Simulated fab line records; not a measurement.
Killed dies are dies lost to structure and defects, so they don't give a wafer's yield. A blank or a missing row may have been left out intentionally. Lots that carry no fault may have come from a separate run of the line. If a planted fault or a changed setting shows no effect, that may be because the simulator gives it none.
Matching of chambers -- flow nandHarc -- NHARC_A_CHANNEL_FILL_D2_ALD_16 on aldHk-03: 4 sister chambers
The step deposits SiO2, target thk 1.5 nm, pulse time 10 s, ald cycles 15. 16 wafers are shown with their chamber, then 8 later ones without.

EACH WAFER AND ITS CHAMBER
wafer,chamber,heaterPowerW (W),precursorPulseHeightRel
L699.1,1,477,1.006
L699.5,0,530,1.001
L699.6,3,534,1.008
L701.1,3,529,0.990
L701.3,2,469,1.015
L701.6,3,547,1.011
L702.3,2,461,1.003
L702.4,3,548,0.995
L702.6,2,472,1.006
L704.2,1,476,1.011
L704.3,0,526,1.000
L704.6,3,548,0.961
L705.1,2,479,1.019
L705.2,0,524,1.003
L705.4,1,470,0.965
L712.1,0,516,1.003

SIGNATURES (means of the wafers above)
reading,chamber 0,chamber 1,chamber 2,chamber 3,scatter within a chamber
heaterPowerW,524.00,474.33,470.25,541.20,7.22
precursorPulseHeightRel,1.00175,0.99400,1.01075,0.99300,0.0159
Rule: a wafer's distance from a chamber is the root of the sum, over the readings, of the square of ((its reading less the chamber's mean) divided by the reading's scatter). The wafer belongs to the nearest chamber; if the next one is less than 2 further off, it can't be placed. The scatter: the root of (the sum of the squares of (reading less its chamber's mean) over the shown wafers, divided by (wafers less chambers)).

WAFERS WHOSE CHAMBER IS MISSING
wafer,heaterPowerW (W),precursorPulseHeightRel
L712.4,452,0.973
L712.6,518,1.026
L713.1,453,1.023
L713.2,515,0.984
L713.3,569,1.023
L717.3,577,0.986
L717.4,459,0.986
L717.6,471,0.972

WHICH CHAMBER EACH ONE RAN IN
wafer,from the rows above,in truth
L712.4,can't be placed: 1 or 2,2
L712.6,0,0
L713.1,can't be placed: 2 or 1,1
L713.2,can't be placed: 0 or 3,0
L713.3,3,3
L717.3,3,3
L717.4,can't be placed: 1 or 2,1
L717.6,can't be placed: 1 or 2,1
Correct placement for 3 of the 8. Can't be placed from these rows: 5 (the true chamber is among the candidates in 5). Placed wrongly: 0.
